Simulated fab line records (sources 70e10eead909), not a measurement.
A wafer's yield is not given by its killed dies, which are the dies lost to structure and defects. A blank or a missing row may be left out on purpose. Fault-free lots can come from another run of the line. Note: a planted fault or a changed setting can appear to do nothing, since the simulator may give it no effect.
Struck lot and sound lot, side by side | flow nand_harc | 14 steps out of a route of 1302
Sound: these wafers, L169.1, L169.4, L169.5. Struck: wafer L182.2. (L182.3, L182.4 of the same lot were not struck and are left out.) The cause comes at the end.
Each step with rows lists, per side, the tool, then ch with its chambers, then its first start. Under that, the readings that differ: sound wafers | struck wafers | difference of the means | sigmas: that difference in standard deviations of wafers without a fault.
alike: readings with means less than 2 such deviations apart, plus words and numbers identical on both sides. not compared: withheld readings, readings lacking a value on some wafer, bounds such as >300 that could conceal the same value, and numbers that have no deviation in the record and whose values overlap.
Wherever a step has rows on one side only, a row that says differs or no value, or a row with sigmas, the two part there. Numbers that don't overlap but have no deviation are shown without sigmas and don't part them. A reading missing from all wafers of one side parts the sides only when that side holds two or more wafers.

first, 4 steps without rows for these wafers: NHARC_A_STAIRCASE_EXPOSE_247 (exposes mask SDS 1); NHARC_A_STAIRCASE_PEB_248 (peb time 130 s); NHARC_A_STAIRCASE_DEVELOP_249 (time 140 s); NHARC_A_STAIRCASE_HARDBAKE_251 (time 140 s).
NHARC_A_STAIRCASE_DESCUM_252: chemistry O2, time 3 s.
  sound on rie_diel-11 ch 1,3, day 17 11:35; struck on rie_diel-12 ch 1, day 22 15:20
  alike: chamber_pressure_mTorr, drypump_motor_current_A, mfc_ar_sccm, oes_product_au, rf_vpp_V, showerhead_plenum_p_Torr, throttle_valve_pct
  not compared: rf_hours_counter_h
NHARC_A_STAIRCASE_ETCH_253: etches the open film in C4F8/O2, target depth 50 nm, time 20.2 s.
  sound on rie_diel-11 ch 1,2, day 17 11:41; struck on rie_diel-12 ch 2, day 22 15:25
  alike: chamber_pressure_mTorr, oes_product_au, rf_vpp_V
  not compared: rf_hours_counter_h
NHARC_A_STAIRCASE_STRIP_254: strips in O2.
  sound on plasma_asher-02 ch 0,1, day 17 11:46; struck on plasma_asher-02 ch 0, day 22 15:31
  alike: drypump_motor_current_A, heater_power_w
  not compared: rf_hours_counter_h
then, 3 steps without rows for these wafers: NHARC_A_STAIRCASE_STRIP_255 (strips in SPM, time 900 s); NHARC_A_STAIRCASE_PRECLEAN_256 (cleans in SC1); NHARC_A_STAIRCASE_SRD_257.
NHARC_A_STAIRCASE_HM_DEP_456: deposits aC, target thk 3100 nm.
  sound on acl_dep-03 ch 0, day 17 14:32; struck on acl_dep-01 ch 0, day 22 17:26
  alike: throttle_valve_pct
NHARC_A_STAIRCASE_DEP_259: deposits SiON, target thk 30 nm.
  sound on pecvd-02 ch 0,1,2, day 17 16:22; struck on pecvd-02 ch 0, day 22 19:01
  reading              | sound             | struck | difference | sigmas
  rf_fwd_power_W (W)   | 347.3 348.6 350.3 | 488.7  | +140.0     | +99 or more
  showerhead_vpp_V (V) | 1172 1133 1223    | 1326   | +150       | +3
  alike: chamber_pressure_Torr, heater_power_w
then, 1 step without rows for these wafers: NHARC_A_STAIRCASE_DEHYDRATE_260 (time 120 s).
-- break in the record here, with 8 days between the starts of the struck wafers on either side (left off in module A_STAIRCASE, picked up again in module END, where the first step shown is number 1302 on the route) --
NHARC_END_SORT_01:
  at this point the record logs the struck wafers (prober-02 ch 0, day 30 14:47) and has no rows for the sound ones

== WHERE THEY PART ==
Earliest at NHARC_A_STAIRCASE_DEP_259; latest, in this record, at NHARC_END_SORT_01.

WHY: what the simulator had put in
pecvd-02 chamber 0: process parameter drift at NHARC_A_STAIRCASE_DEP_259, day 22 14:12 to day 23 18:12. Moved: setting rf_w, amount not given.
